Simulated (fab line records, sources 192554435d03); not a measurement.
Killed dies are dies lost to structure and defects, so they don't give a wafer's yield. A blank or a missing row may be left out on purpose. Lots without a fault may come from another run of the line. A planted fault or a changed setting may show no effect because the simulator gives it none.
Problem report in the 8D (eight disciplines) form, filled by code | flow n5_finfet | the parts of the form that need people (team, actions taken, sign-off) are left out

1. THE PROBLEM
killed_at_M4_up at N5_PASSIVATION_PROBE_49 reads a mean of 397 on 3 wafers of 2 lots; wafers without a fault read 13 with a standard deviation of 4.7. That is +82 standard deviations from the usual mean.
First seen on wafer L737.1, day 16 04:03, on prober-01. The record holds 18 wafers of 6 lots with a number at this step. Rule for "out", or "out of limits": more than 4 standard deviations from the usual mean. The other wafers with a number count as sound.

2. WHAT IT IS AND WHAT IT IS NOT
question                    | is                                                                                                                                     | is not
which readings at this step | killed_at_M4_up, defect_limited_yield, killed_dies, killed_on_rim, sort_bin_5_function, sort_bin_6_memory, sort_n_pass, sort_yield_pct | killed_at_M0_to_M3, killed_at_contacts, killed_at_front_end, killed_at_other, killed_short, sort_bin_4_leakage, sort_bin_8_speed
which lots                  | L737, L738                                                                                                                             | L729, L732, L743, L746
which wafers of those lots  | L737.1, L737.6, L738.6                                                                                                                 | L737.2, L738.1, L738.5
read on which tools         | prober-01, prober-02                                                                                                                   | -
when                        | from day 16 04:03                                                                                                                      | up to then (6 sound wafers); but 9 sound wafers of L737, L738, L743, L746 came after

3. SUSPECTS, AND WHAT RULES EACH OUT
Counting: a tool at a process step up to the reading stays a suspect if it ran every lot that is out. Sound lots after the first of them don't rule it out here, since some wafers of a struck lot are sound.
- ecd_cu-01 at N5_BEOL_M14_ECD_47 (material Cu, target thk 1248 nm): kept. It ran every lot that is out, first L737 (day 15 07:22).
Left after counting: ecd_cu-01 at N5_BEOL_M14_ECD_47.

4. THE CAUSE (what the simulator had put in)
Chamber particle source: ecd_cu-01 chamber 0, from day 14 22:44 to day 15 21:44, at N5_BEOL_M14_ECD_47. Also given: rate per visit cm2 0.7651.
Counting left only this tool.

5. THE CHAIN OF EFFECTS, in route order
Each row: a reading whose mean over the struck wafers that have a number lies more than 3 standard deviations from the usual. Only readings for which the record gives a usual standard deviation are gone through. hours: the time from each lot's start at the first step in this table that gives one to its start at this step, as a median over the lots. sigmas: the change in usual standard deviations.
hours | step                    | reading              | usual  | on struck wafers | change | sigmas
0     | N5_PASSIVATION_PROBE_49 | defect_limited_yield | 91.5 % | 59.7             | -31.8  | -24
0     | N5_PASSIVATION_PROBE_49 | killed_at_M4_up      | 13     | 397              | +384   | +82
0     | N5_PASSIVATION_PROBE_49 | killed_dies          | 101    | 475              | +374   | +25
0     | N5_PASSIVATION_PROBE_49 | killed_on_rim        | 14     | 65               | +51    | +12
0     | N5_PASSIVATION_PROBE_49 | sort_bin_5_function  | 5.0 %  | 24.2             | +19.2  | +22
0     | N5_PASSIVATION_PROBE_49 | sort_bin_6_memory    | 3.2 %  | 13.8             | +10.6  | +17
0     | N5_PASSIVATION_PROBE_49 | sort_n_pass          | 1079   | 705              | -374   | -23
0     | N5_PASSIVATION_PROBE_49 | sort_yield_pct       | 91.4 % | 59.7             | -31.7  | -23
The process steps in it:
- N5_PASSIVATION_PROBE_49

6. WHAT WOULD HAVE CAUGHT IT SOONER
In this record the first reading out of limits was taken at day 16 04:03, 29 hours after the fault began at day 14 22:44.
All the lots that are out (2) had begun N5_BEOL_M14_ECD_47 on ecd_cu-01 by day 16 04:03. A hold on the tool at that time would have spared none of them.
